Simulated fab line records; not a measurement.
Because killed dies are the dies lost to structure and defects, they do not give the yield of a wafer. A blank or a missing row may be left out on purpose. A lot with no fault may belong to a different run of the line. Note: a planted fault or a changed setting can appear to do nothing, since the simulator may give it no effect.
Chamber matching / flow n5_finfet / N5_HKMG_FIN_ALD_74 on ald_hk-03: 4 sister chambers
The step deposits La2O3, target thk 0.5 nm, pulse time 6 s, co reactant pulse time 1 s. 4 wafers are shown with their chamber, then 12 later ones without.

EACH WAFER AND ITS CHAMBER
wafer=L084.6; chamber=3; heater_power_w (W)=344
wafer=L085.1; chamber=2; heater_power_w (W)=343
wafer=L085.4; chamber=1; heater_power_w (W)=406
wafer=L085.6; chamber=0; heater_power_w (W)=312

WAFERS WHOSE CHAMBER IS MISSING
wafer=L089.1; heater_power_w (W)=353
wafer=L089.2; heater_power_w (W)=403
wafer=L089.3; heater_power_w (W)=339
wafer=L089.4; heater_power_w (W)=309
wafer=L089.5; heater_power_w (W)=361
wafer=L089.6; heater_power_w (W)=402
wafer=L092.1; heater_power_w (W)=352
wafer=L092.2; heater_power_w (W)=318
wafer=L092.4; heater_power_w (W)=355
wafer=L093.2; heater_power_w (W)=341
wafer=L093.4; heater_power_w (W)=312
wafer=L093.6; heater_power_w (W)=398

WHICH CHAMBER EACH WENT THROUGH
wafer=L089.1; from the rows above=can't be placed: 3 or 2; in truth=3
wafer=L089.2; from the rows above=1; in truth=1
wafer=L089.3; from the rows above=can't be placed: 2 or 3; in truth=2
wafer=L089.4; from the rows above=0; in truth=0
wafer=L089.5; from the rows above=can't be placed: 3 or 2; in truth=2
wafer=L089.6; from the rows above=1; in truth=1
wafer=L092.1; from the rows above=can't be placed: 3 or 2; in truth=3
wafer=L092.2; from the rows above=0; in truth=0
wafer=L092.4; from the rows above=can't be placed: 3 or 2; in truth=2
wafer=L093.2; from the rows above=can't be placed: 2 or 3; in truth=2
wafer=L093.4; from the rows above=0; in truth=0
wafer=L093.6; from the rows above=1; in truth=1
Correct placement for 6 of the 12. These rows do not allow placing 6 (true chamber among the candidates in 6). 0 placed wrongly.
How it was worked out, from the rows above alone: a wafer's distance from a chamber is the root of the sum, over the readings, of the square of ((its reading less the chamber's mean) divided by the reading's scatter). If the next closest chamber is less than 2 further off than the closest, the wafer can't be placed; otherwise it belongs to the closest. For every chamber, the mean is computed from those of its wafers that are shown. The scatter (one wafer shown for each chamber): square how far every hidden wafer sits from the nearest shown wafer, average those squares and take the square root.
